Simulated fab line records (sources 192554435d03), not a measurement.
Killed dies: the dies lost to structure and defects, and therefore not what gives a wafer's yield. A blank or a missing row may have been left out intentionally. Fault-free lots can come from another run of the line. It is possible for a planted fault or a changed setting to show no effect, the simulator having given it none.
Matching of chambers / flow n5_finfet / N5_BEOL_M8_ETCH_61 on rie_diel-02: 4 sister chambers
The step etches SiARC in CF4, target depth 45.5 nm, time 75.8 s. 8 wafers are shown with their chamber, then 12 later ones without.

== WAFERS PAIRED WITH THEIR CHAMBERS ==
wafer=L080.1; chamber=2; showerhead_plenum_p_Torr (Torr)=2.10; throttle_valve_pct (%)=15.35
wafer=L086.1; chamber=1; showerhead_plenum_p_Torr (Torr)=2.15; throttle_valve_pct (%)=15.45
wafer=L086.2; chamber=3; showerhead_plenum_p_Torr (Torr)=2.12; throttle_valve_pct (%)=15.75
wafer=L088.1; chamber=3; showerhead_plenum_p_Torr (Torr)=2.11; throttle_valve_pct (%)=15.75
wafer=L088.6; chamber=0; showerhead_plenum_p_Torr (Torr)=2.26; throttle_valve_pct (%)=15.38
wafer=L093.2; chamber=1; showerhead_plenum_p_Torr (Torr)=2.14; throttle_valve_pct (%)=15.47
wafer=L093.3; chamber=0; showerhead_plenum_p_Torr (Torr)=2.26; throttle_valve_pct (%)=15.40
wafer=L093.4; chamber=2; showerhead_plenum_p_Torr (Torr)=2.09; throttle_valve_pct (%)=15.39

== WAFERS WITHOUT THEIR CHAMBER ==
wafer=L090.3; showerhead_plenum_p_Torr (Torr)=2.26; throttle_valve_pct (%)=15.38
wafer=L090.5; showerhead_plenum_p_Torr (Torr)=2.09; throttle_valve_pct (%)=15.39
wafer=L090.6; showerhead_plenum_p_Torr (Torr)=2.26; throttle_valve_pct (%)=15.41
wafer=L094.4; showerhead_plenum_p_Torr (Torr)=2.09; throttle_valve_pct (%)=15.39
wafer=L094.5; showerhead_plenum_p_Torr (Torr)=2.14; throttle_valve_pct (%)=15.50
wafer=L094.6; showerhead_plenum_p_Torr (Torr)=2.09; throttle_valve_pct (%)=15.41
wafer=L095.1; showerhead_plenum_p_Torr (Torr)=2.11; throttle_valve_pct (%)=15.78
wafer=L095.4; showerhead_plenum_p_Torr (Torr)=2.14; throttle_valve_pct (%)=15.50
wafer=L095.5; showerhead_plenum_p_Torr (Torr)=2.11; throttle_valve_pct (%)=15.78
wafer=L097.2; showerhead_plenum_p_Torr (Torr)=2.09; throttle_valve_pct (%)=15.41
wafer=L097.3; showerhead_plenum_p_Torr (Torr)=2.26; throttle_valve_pct (%)=15.42
wafer=L097.4; showerhead_plenum_p_Torr (Torr)=2.26; throttle_valve_pct (%)=15.42

== EACH ONE'S CHAMBER ==
wafer=L090.3; from the rows above=0; in truth=0
wafer=L090.5; from the rows above=2; in truth=2
wafer=L090.6; from the rows above=0; in truth=0
wafer=L094.4; from the rows above=2; in truth=2
wafer=L094.5; from the rows above=1; in truth=1
wafer=L094.6; from the rows above=2; in truth=2
wafer=L095.1; from the rows above=3; in truth=3
wafer=L095.4; from the rows above=1; in truth=1
wafer=L095.5; from the rows above=3; in truth=3
wafer=L097.2; from the rows above=2; in truth=2
wafer=L097.3; from the rows above=0; in truth=0
wafer=L097.4; from the rows above=0; in truth=0
Correct placement for 12 of the 12. Can't be placed from these rows: 0. 0 placed wrongly.
How it was worked out, from the rows above alone: a wafer's distance from a chamber is the root of the sum, over the readings, of the square of ((its reading less the chamber's mean) divided by the reading's scatter). The wafer belongs to the nearest chamber; if the next one is less than 2 further off, it can't be placed. For every chamber, the mean is computed from those of its wafers that are shown. The scatter is the square root of a quotient: the sum, over the shown wafers, of each reading's squared deviation from its chamber's mean, divided by wafers minus chambers.
